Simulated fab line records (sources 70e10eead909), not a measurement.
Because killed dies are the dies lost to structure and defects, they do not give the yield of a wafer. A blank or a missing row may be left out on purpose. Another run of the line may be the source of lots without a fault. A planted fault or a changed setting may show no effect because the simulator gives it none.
Chamber matching | flow nand_harc | 4 sister chambers for NHARC_A_STAIRCASE_CMP_472 on cmp-01
The step polishes SiO2. 4 wafers are shown with their chamber, then 12 later ones without.

WAFERS PAIRED WITH THEIR CHAMBERS
wafer  | chamber | motor_current_A (A)
L087.5 | 2       | 11.8
L090.1 | 0       | 11.6
L090.2 | 3       | 10.9
L090.6 | 1       | 11.6

WAFERS MISSING THEIR CHAMBER
wafer  | motor_current_A (A)
L089.1 | 11.3
L089.2 | 12.4
L089.4 | 10.8
L094.1 | 11.0
L094.5 | 11.5
L094.6 | 11.9
L093.1 | 12.1
L093.2 | 11.3
L093.6 | 11.5
L097.1 | 11.3
L097.2 | 10.9
L097.4 | 11.1

EACH ONE'S CHAMBER
wafer  | from the rows above               | in truth
L089.1 | can't be placed: 0 or 1 or 3 or 2 | 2
L089.2 | can't be placed: 2 or 0 or 1      | 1
L089.4 | 3                                 | 3
L094.1 | can't be placed: 3 or 0 or 1      | 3
L094.5 | can't be placed: 0 or 1 or 2 or 3 | 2
L094.6 | can't be placed: 2 or 0 or 1      | 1
L093.1 | can't be placed: 2 or 0 or 1      | 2
L093.2 | can't be placed: 0 or 1 or 3 or 2 | 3
L093.6 | can't be placed: 0 or 1 or 2 or 3 | 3
L097.1 | can't be placed: 0 or 1 or 3 or 2 | 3
L097.2 | 3                                 | 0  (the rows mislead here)
L097.4 | can't be placed: 3 or 0 or 1 or 2 | 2
1 of 12 placed correctly. From these rows, 10 cannot be placed; in 10 the true chamber is one of the candidates. 1 placed wrongly.
How it was worked out, from the rows above alone: a wafer's distance from a chamber is the root of the sum, over the readings, of the square of ((its reading less the chamber's mean) divided by the reading's scatter). The wafer belongs to the nearest chamber; if the next one is less than 2 further off, it can't be placed. The mean given for a chamber averages the wafers shown for that chamber. The scatter: root of mean squared gap, hidden wafer to nearest shown wafer, with one shown wafer a chamber.
